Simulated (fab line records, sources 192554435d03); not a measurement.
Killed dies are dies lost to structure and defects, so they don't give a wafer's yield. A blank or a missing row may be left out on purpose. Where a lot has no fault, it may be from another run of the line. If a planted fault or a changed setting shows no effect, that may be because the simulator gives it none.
The same fault as seen by 3 desks | flow n5-finfet | every desk sees just its own numbers, and what lay behind them comes last

THE TOOL OWNER'S DESK: implanter-02
The tool's own readings at N5_WELL_APT_IMPLANT_31, given as means over the sampled wafers that have a number, one for each lot that went through this tool. If a lot's mean is further than 4 standard deviations from the usual mean, the lot is out of limits and carries the mark OUT (the distance appears in the brackets).
Columns: A = dose-ions-cm2 at N5_WELL_APT_IMPLANT_31, usual 1.5003e+13; B = faraday-current-uA at N5_WELL_APT_IMPLANT_31, usual 190; C = tilt-deg at N5_WELL_APT_IMPLANT_31, usual -0.003 degrees
lot  | first seen here | A                            | B             | C
L269 | day 2 03:12     | 1.5005e+13                   | 192           | -0.009
L272 | day 2 21:37     | 1.5011e+13                   | 191           | -0.005
L277 | day 4 03:09     | 1.5000e+13                   | 191           | 0.008
L278 | day 4 09:47     | 8.1443e+12 (-99 or more) OUT | 103 (-24) OUT | -0.028
L279 | day 4 15:14     | 8.1383e+12 (-99 or more) OUT | 101 (-24) OUT | -0.003
Finding of this desk: L278, L279 out of limits; the first was L278 at day 4 09:47, on dose-ions-cm2 at N5_WELL_APT_IMPLANT_31. L269, L272, L277 stayed within limits.

FROM THE METROLOGY DESK
What the gauges read, lot by lot, whatever tool the lot ran on: means of the sampled wafers that have a number. If a lot's mean is further than 4 standard deviations from the usual mean, the lot is out of limits and carries the mark OUT (the distance appears in the brackets). Shown are 7 of the 12 readings it has, namely the first that went out of limits plus those furthest out on some lot.
Columns: A = cd-nm at N5_WELL_APT_CD_MEAS_08, usual 199.3 nm; B = DIBL_N at N5_BEOL_M4_RC_MEAS_101, usual 35.9 mV/V; C = IOFF_P at N5_BEOL_M4_RC_MEAS_101, usual 0.21 nA/um; D = RS_PWELL at N5_BEOL_M4_RC_MEAS_101, usual 3002 ohm/sq; E = SS_N at N5_BEOL_M4_RC_MEAS_101, usual 71.4 mV/dec; F = VT_N at N5_BEOL_M4_RC_MEAS_101, usual 249.3 mV; G = VT_P at N5_BEOL_M4_RC_MEAS_101, usual -250 mV
lot  | first seen here | A     | B    | C    | D              | E    | F     | G
L269 | day 2 01:52     | 199.7 | 34.6 | 0.22 | 3023           | 71.2 | 251.5 | -247
L270 | day 2 07:35     | 202.7 | 37.0 | 0.24 | 2994           | 71.6 | 248.8 | -247
L272 | day 2 20:16     | 199.3 | 36.5 | 0.19 | 3008           | 71.7 | 250.0 | -254
L273 | day 3 01:43     | 197.7 | 36.1 | 0.23 | 2991           | 71.3 | 248.1 | -249
L277 | day 4 01:41     | 197.3 | 34.6 | 0.19 | 3029           | 70.9 | 250.7 | -249
L278 | day 4 08:04     | 199.9 | 35.0 | 0.18 | 4261 (+57) OUT | 70.9 | 252.5 | -256
L279 | day 4 13:49     | 200.3 | 36.8 | 0.22 | 4293 (+59) OUT | 71.8 | 245.9 | -250
L285 | day 6 01:41     | 199.6 | 36.6 | 0.21 | 2981           | 72.1 | 247.6 | -249
L286 | day 6 07:39     | 200.2 | 36.1 | 0.26 | 2977           | 71.9 | 249.2 | -245
L288 | day 6 19:34     | 200.9 | 37.7 | 0.23 | 3027           | 71.5 | 248.6 | -250
Per this desk, out of limits: L278, L279; the first was L278, day 10 16:13 (RS_PWELL at N5_BEOL_M4_RC_MEAS_101). L269, L270, L272, L273, L277, L285, L286, L288 stayed within limits.

THE DEFECT DESK
Lot by lot, what the route's inspections counted, given as the mean of those sampled wafers with a number. If a lot's mean is further than 4 standard deviations from the usual mean, the lot is out of limits and carries the mark OUT (the distance appears in the brackets).
Columns: A = raw-defect-count at N5_ZERO_LAYER_INSPECT_20, usual 33
lot  | first seen here | A
L269 | day 2 01:26     | 29
L270 | day 2 07:17     | 30
L272 | day 2 19:57     | 42
L273 | day 3 01:17     | 21
L277 | day 4 01:16     | 41
L278 | day 4 07:38     | 30
L279 | day 4 13:23     | 30
L285 | day 6 01:23     | 33
L286 | day 6 07:20     | 32
L288 | day 6 19:16     | 27
Result from this desk: across the 10 lots, nothing is out of limits.

TAKEN TOGETHER
At day 4 09:47, on L278, L279, the tool owner's desk was in a position to raise an alarm.
The metrology desk could have raised an alarm at day 10 16:13, on L278, L279.
Nothing the defect desk looked at was out of limits.
The defect desk has L278, L279 on record, within its limits.
On implanter-02, each named lot ran N5_WELL_APT_IMPLANT_31.

WHAT THE SIMULATOR HAD INSERTED
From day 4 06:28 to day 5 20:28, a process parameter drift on implanter-02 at N5_WELL_APT_IMPLANT_31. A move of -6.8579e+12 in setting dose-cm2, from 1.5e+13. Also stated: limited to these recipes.
Lots struck among those shown: L278, L279.
Fault start to first reading out of limits, in hours, per desk: tool owner, 3; metrology, 154.
